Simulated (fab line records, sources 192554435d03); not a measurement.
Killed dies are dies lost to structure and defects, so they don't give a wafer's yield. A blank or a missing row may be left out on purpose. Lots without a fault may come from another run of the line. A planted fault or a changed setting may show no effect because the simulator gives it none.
Chamber matching | flow n5_finfet | N5_BEOL_M0_SAQP_ETCH_102 on rie_si-03: 4 sister chambers
The step etches SiO2 in CF4, target depth 4 nm, time 4.4 s. 14 wafers are shown with their chamber, then 7 later ones without.

WAFERS WITH THEIR CHAMBER
wafer  | chamber | drypump_motor_current_A (A) | throttle_valve_pct (%) | oes_product_au (a.u.)
L078.1 | 3       | 5.3                         | 21.55                  | 1.044
L078.3 | 1       | 6.0                         | 21.77                  | 1.029
L078.6 | 1       | 5.9                         | 21.79                  | 1.027
L079.1 | 3       | 5.3                         | 21.53                  | 1.029
L079.3 | 1       | 6.0                         | 21.78                  | 1.011
L079.5 | 1       | 6.0                         | 21.76                  | 1.020
L081.2 | 3       | 5.3                         | 21.53                  | 1.036
L081.5 | 2       | 6.1                         | 21.53                  | 1.010
L081.6 | 3       | 5.3                         | 21.54                  | 1.033
L084.3 | 1       | 6.0                         | 21.76                  | 1.032
L084.4 | 3       | 5.3                         | 21.55                  | 1.048
L084.6 | 1       | 6.0                         | 21.80                  | 1.029
L093.2 | 0       | 5.9                         | 21.58                  | 0.985
L093.4 | 2       | 6.0                         | 21.56                  | 1.019

SIGNATURES (means of the wafers above)
reading                 | chamber 0 | chamber 1 | chamber 2 | chamber 3 | scatter within a chamber
drypump_motor_current_A | 5.900     | 5.983     | 6.050     | 5.300     | 0.0365
throttle_valve_pct      | 21.5800   | 21.7767   | 21.5450   | 21.5400   | 0.0148
oes_product_au          | 0.98500   | 1.02467   | 1.01450   | 1.03800   | 0.00769
Rule: a wafer's distance from a chamber is the root of the sum, over the readings, of the square of ((its reading less the chamber's mean) divided by the reading's scatter). The wafer belongs to the nearest chamber; if the next one is less than 2 further off, it can't be placed. The scatter: the root of (the sum of the squares of (reading less its chamber's mean) over the shown wafers, divided by (wafers less chambers)).

WAFERS WITHOUT THEIR CHAMBER
wafer  | drypump_motor_current_A (A) | throttle_valve_pct (%) | oes_product_au (a.u.)
L093.5 | 5.3                         | 21.55                  | 1.043
L095.2 | 6.1                         | 21.55                  | 1.017
L095.3 | 5.9                         | 21.58                  | 0.975
L095.5 | 5.9                         | 21.60                  | 0.982
L096.2 | 6.0                         | 21.57                  | 1.033
L096.4 | 5.9                         | 21.58                  | 0.994
L096.5 | 5.3                         | 21.52                  | 1.044

WHICH CHAMBER EACH WENT THROUGH
wafer  | from the rows above | in truth
L093.5 | 3                   | 3
L095.2 | 2                   | 2
L095.3 | 0                   | 0
L095.5 | 0                   | 0
L096.2 | 2                   | 2
L096.4 | 0                   | 0
L096.5 | 3                   | 3
Placed correctly: 7 of 7. Can't be placed from these rows: 0. Placed wrongly: 0.
